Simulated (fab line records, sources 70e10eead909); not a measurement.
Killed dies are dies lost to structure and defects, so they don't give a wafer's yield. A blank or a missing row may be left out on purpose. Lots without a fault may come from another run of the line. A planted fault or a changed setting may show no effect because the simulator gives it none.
Which tool did it? | flow nand_harc | 11 lots, 33 wafers sampled, at 3 steps of a route of 1159

WHAT THE GAUGES READ, wafer by wafer
NHARC_P_GATE_CD_MEAS_26: target cd 120 nm.
lot  | measured     | on        | cd_nm (nm)
L852 | day 4 21:57  | cd_sem-02 | 120.2 119.6 120.3
L853 | day 4 22:44  | cd_sem-02 | 119.7 121.1 120.1
L854 | day 5 02:26  | cd_sem-01 | 119.9 119.4 120.1
L857 | day 5 18:55  | cd_sem-01 | 119.9 120.7 120.2
L861 | day 6 23:35  | cd_sem-01 | 129.6 129.0 130.3 129.6 129.1 129.8
L862 | day 7 03:39  | cd_sem-03 | 130.1 129.7 130.6 130.3 130.3 130.3
L865 | day 7 19:35  | cd_sem-03 | 119.7 119.5 120.2
L866 | day 8 02:52  | cd_sem-02 | 120.0 120.1 120.6
L872 | day 9 09:28  | cd_sem-02 | 119.7 119.4 120.5
L873 | day 10 03:56 | cd_sem-02 | 120.4 119.6 120.3
L875 | day 10 13:14 | cd_sem-01 | 119.9 119.4 119.5

WHICH TOOL RAN EACH LOT (tool, then ch and the chambers of the sampled wafers, then the start)
lot  | NHARC_P_STI_ETCH_42               | NHARC_P_GATE_PEB_24
L852 | rie_diel-12 ch 1,2,3, day 2 15:23 | litho_track-06 ch 0, day 4 21:52
L853 | rie_diel-09 ch 1,2,3, day 2 15:31 | litho_track-06 ch 0, day 4 22:39
L854 | rie_diel-10 ch 0,1,2, day 2 23:34 | litho_track-04 ch 0, day 5 02:21
L857 | rie_diel-09 ch 0,1,3, day 3 17:16 | litho_track-04 ch 0, day 5 18:50
L861 | rie_diel-10 ch 1,2,3, day 4 17:20 | litho_track-01 ch 0, day 6 23:31
L862 | rie_diel-12 ch 0,1,3, day 4 22:53 | litho_track-01 ch 0, day 7 03:34
L865 | rie_diel-12 ch 0,2,3, day 5 18:47 | litho_track-06 ch 0, day 7 19:31
L866 | rie_diel-10 ch 0,1, day 5 23:25   | litho_track-06 ch 0, day 8 02:47
L872 | rie_diel-09 ch 1,2, day 7 07:41   | litho_track-06 ch 0, day 9 09:23
L873 | rie_diel-10 ch 2,3, day 7 18:58   | litho_track-04 ch 0, day 10 03:51
L875 | rie_diel-12 ch 0,1,3, day 8 05:02 | litho_track-04 ch 0, day 10 13:09
- NHARC_P_STI_ETCH_42: etches the open film in N2/H2, target depth 80 nm, overetch 24 nm, time 61 s.
- NHARC_P_GATE_PEB_24: peb time 65 s.

THE ANSWER, worked out from the rows above alone
Rule: what is usual is taken from the lots themselves. Put in order of their means at a reading, lots are off if they are a third of the lots or fewer, leave a main group of 4 or more, and stand apart from it by a gap of 3 or more times the standard deviation of the main group's means; of several such gaps the widest counts. A main group whose means are all the same, to the digits that the tables above print for the reading, isn't used. A lot without any number at a reading at which 4 lots or more have one is off too. The other lots that the step has rows for count as sound.
Off: L861, L862, at NHARC_P_GATE_CD_MEAS_26 (cd_nm). The main group: mean 120.0 nm, standard deviation 0.23.
A tool fits if, at a process step before that reading, it ran every lot that is off, and no sound lot after the first of them. The gauges at NHARC_P_GATE_CD_MEAS_26 are tried like those tools. One fits: litho_track-01 at NHARC_P_GATE_PEB_24. It ran no sound lot before its first lot that is off in this sample, so the start can't be narrowed down.

WHAT THE SIMULATOR HAD PUT IN
Process parameter drift: litho_track-01, from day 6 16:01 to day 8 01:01, at NHARC_P_GATE_PEB_24. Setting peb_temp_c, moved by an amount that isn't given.
Lots struck among those shown: L861, L862. The rule above found the same.
